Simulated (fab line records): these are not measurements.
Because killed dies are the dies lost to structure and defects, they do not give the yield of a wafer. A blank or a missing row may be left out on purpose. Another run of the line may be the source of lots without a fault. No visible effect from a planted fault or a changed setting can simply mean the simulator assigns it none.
One fault seen from 2 desks -- flow n5_finfet -- each desk has only its own numbers; what lay behind them comes last

DESK OF THE TOOL OWNER: rie_diel-02
The tool's own readings at N5_BEOL_M14_TRENCH_ETCH_34 (etches SiO2 in C4F8/O2/Ar, target depth 556.65 nm, time 126.9 s): means of the sampled wafers that have a number, for each lot that ran on this tool. Any lot whose mean is over 4 standard deviations away from the usual mean is out of limits and marked OUT; that distance is given in the brackets.
Columns: A = drypump_motor_current_A at N5_BEOL_M14_TRENCH_ETCH_34, usual 5.6 A; B = he_outer_torr at N5_BEOL_M14_TRENCH_ETCH_34, usual 30.01 Torr; C = oes_product_au at N5_BEOL_M14_TRENCH_ETCH_34, usual 0.80 a.u.; D = rf_vpp_V at N5_BEOL_M14_TRENCH_ETCH_34, usual 2206 V; E = showerhead_plenum_p_Torr at N5_BEOL_M14_TRENCH_ETCH_34, usual 3.39 Torr; F = throttle_valve_pct at N5_BEOL_M14_TRENCH_ETCH_34, usual 30.9 %
lot,first seen here,A,B,C,D,E,F
L671,day 12 01:46,5.2,30.02,0.75,2190,3.36,30.7
L677,day 13 02:28,5.3,30.02,0.84,2227,3.44,30.8
L688,day 15 22:19,5.5,30.01,0.85,2218,3.53,30.6
L691,day 17 00:26,5.3,30.04,0.88,2226,3.43,30.8
This desk found nothing out of limits on any of the 4 lots.

THE METROLOGY DESK
Means of the sampled wafers that have a number, per lot and without regard to the tool the lot ran on: this is what the gauges read. Any lot whose mean is over 4 standard deviations away from the usual mean is out of limits and marked OUT; that distance is given in the brackets. It has 14 readings, of which 7 appear: the earliest out of limits, and the ones furthest out on some lot.
Columns: A = DIBL_N at N5_BEOL_M4_RC_MEAS_101, usual 37.3 mV/V; B = DIBL_P at N5_BEOL_M4_RC_MEAS_101, usual 37.4 mV/V; C = SS_N at N5_BEOL_M4_RC_MEAS_101, usual 71.8 mV/dec; D = cd_nm at N5_BEOL_M14_CD_MEAS_28, usual 285.8 nm; E = trench_depth_nm at N5_BEOL_M14_OCD_MEAS_35, usual 555 nm; F = M14_THK at N5_BEOL_M14_THK_MEAS_50, usual 562 nm; G = M14_RS at N5_BEOL_M14_RS_MEAS_54, usual 0.0333 ohm/sq
lot,first seen here,A,B,C,D,E,F,G
L671,day 8 21:56,34.5,34.1,71.0,286.5,564,574,0.0327
L677,day 10 00:09,39.2,38.0,72.0,283.8,560,566,0.0329
L678,day 10 02:01,39.7,40.5,72.1,288.4,552,561,0.0335
L680,day 10 20:28,38.2,39.2,72.1,287.3,540,547,0.0343
L687,day 12 10:14,37.9,37.9,71.9,285.5,556,567,0.0332
L688,day 12 10:40,39.2,37.6,72.3,284.9,315 (-13) OUT,320 (-13) OUT,0.0757 (+39) OUT
L691,day 13 12:40,37.3,37.8,72.2,285.8,320 (-13) OUT,324 (-13) OUT,0.0737 (+37) OUT
L692,day 13 13:46,36.7,35.3,71.3,289.0,563,576,0.0329
This desk's finding: out of limits on L688, L691; first on L688, day 15 22:29 (trench_depth_nm at N5_BEOL_M14_OCD_MEAS_35). L671, L677, L678, L680, L687, L692 stayed within limits.

ALL TOGETHER
The metrology desk could have raised an alarm at day 15 22:29, on L688, L691.
Nothing out of limits was seen by the tool owner's desk.
The tool owner's desk has L688, L691 on record, within its limits.
Every lot named ran N5_BEOL_M14_TRENCH_ETCH_34 on rie_diel-02.

WHAT HAD BEEN PUT IN BY THE SIMULATOR
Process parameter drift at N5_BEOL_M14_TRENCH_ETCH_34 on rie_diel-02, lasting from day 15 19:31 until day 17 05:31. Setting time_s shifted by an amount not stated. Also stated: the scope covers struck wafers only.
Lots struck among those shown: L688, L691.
Delay in hours, fault start to first out-of-limits reading, per desk: metrology desk 3.
